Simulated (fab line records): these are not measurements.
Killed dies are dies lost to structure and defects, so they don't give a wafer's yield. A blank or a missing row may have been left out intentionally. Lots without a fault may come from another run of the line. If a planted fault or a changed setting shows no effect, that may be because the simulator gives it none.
8D (eight disciplines) problem report, filled in by code	flow n5-finfet	the parts of the form that need people (team, actions taken, sign-off) are left out

## 1. PROBLEM STATEMENT
A mean of 16.77 s is read at N5_MOL_CONTACT_COAG_ETCH_65 for etch-rf-on-time-s, taken on 1 wafer of 1 lot, against 10.37 s (standard deviation 0.26) on wafers free of any fault. Relative to the usual mean, that is a shift of +25 standard deviations.
The step: etches underlayer in N2/H2, target depth 13 nm, time 10.4 s.
The first sign was on wafer L807.1 at day 7 22:35, on rie-diel-03. The record has a number at this step for 26 wafers belonging to 9 lots. The rule behind "out" and "out of limits": a value lying over 4 standard deviations away from the usual mean. All remaining wafers that have a number are taken as sound.

## 2. WHAT IT IS, AND WHAT IT ISN'T
question	is	is not
which readings at this step	etch-rf-on-time-s	bias-w, drypump-motor-current-A, oes-product-au
which lots	L807	L797, L798, L801, L810, L814, L815, L817, L818
which wafers of those lots	L807.1	L807.2, L807.5
read on which tools	rie-diel-03	rie-diel-04, rie-diel-06
when	from day 7 22:35	up to then (10 sound wafers); but 15 sound wafers of L810, L814, L815, L817, L818 came after

## 3. SUSPECTS, AND WHAT RULES EACH OUT
Counting: if a tool at a process step up to the reading ran every lot that is out, it stays a suspect. Sound lots after the first of them don't rule it out here, since some wafers of a struck lot are sound.
- plasma-asher-02 at N5_MOL_CONTACT_COAG_STRIP_119 (strips in N2/H2, time 30 s): kept. It ran the lot that is out, L807 (day 7 21:41); its last sound lot up to then is L801 (day 6 20:05).
- rie-diel-03 at N5_MOL_CONTACT_COAG_DESCUM_45 (chemistry O2, time 7 s): kept. It ran the lot that is out, L807 (day 7 22:33); its last sound lot up to then is L801 (day 6 20:57).
- rie-diel-03 at N5_MOL_CONTACT_COAG_ETCH_65 (etches underlayer in N2/H2, target depth 13 nm, time 10.4 s): kept. It ran the lot that is out, L807 (day 7 22:35); its last sound lot up to then is L801 (day 6 20:59). Out on those wafers are its own readings of etch-rf-on-time-s.
- The sound lot-mates ran in chamber 1 of plasma-asher-02 at N5_MOL_CONTACT_COAG_STRIP_119, but the wafers that are out ran in chamber 0.
- The sound lot-mates ran in chamber 2 of rie-diel-03 at N5_MOL_CONTACT_COAG_DESCUM_45, but the wafers that are out ran in chamber 3.
- The sound lot-mates ran in chamber 2 of rie-diel-03 at N5_MOL_CONTACT_COAG_ETCH_65, but the wafers that are out ran in chamber 3.
plasma-asher-02 at N5_MOL_CONTACT_COAG_STRIP_119, rie-diel-03 at N5_MOL_CONTACT_COAG_DESCUM_45 and rie-diel-03 at N5_MOL_CONTACT_COAG_ETCH_65 are what is left after counting.

## 4. THE CAUSE (what the simulator had put in)
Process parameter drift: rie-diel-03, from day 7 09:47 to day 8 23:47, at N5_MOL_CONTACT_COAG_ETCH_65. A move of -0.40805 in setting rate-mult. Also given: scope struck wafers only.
After counting, 3 suspects remain, this tool included.

## 5. SEQUENCE OF EFFECTS, ordered by route
Each row: a reading where the mean over the struck wafers with a number is more than 3 standard deviations away from the usual. Only readings whose record carries a usual standard deviation are examined. hours: median over the lots of the time between each lot's start at the first step of this table that gives one and its start at this step. sigmas: the change, counted in usual standard deviations.
hours	step	reading	usual	on struck wafers	change	sigmas
0	N5_MOL_CONTACT_COAG_ETCH_65	etch-rf-on-time-s	10.37 s	16.77	+6.40	+25
0	N5_MOL_CONTACT_COAG_ETCH_66	rf-vpp-V	183.6 V	187.3	+3.7	+3.1
Process steps it contains:
- N5_MOL_CONTACT_COAG_ETCH_65: etches underlayer in N2/H2, target depth 13 nm, time 10.4 s.
- N5_MOL_CONTACT_COAG_ETCH_66: etches SiARC in CF4, target depth 13 nm, time 21.7 s.
At these later measuring or inspecting steps, every struck wafer for which the step has a row has a number for every such reading, and none has moved that far: N5_BEOL_M4_RC_MEAS_101.

## 6. HOW IT WOULD HAVE BEEN CAUGHT EARLIER
The fault began at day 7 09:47; the first out-of-limits reading in this record came at day 7 22:35, 13 hours later.
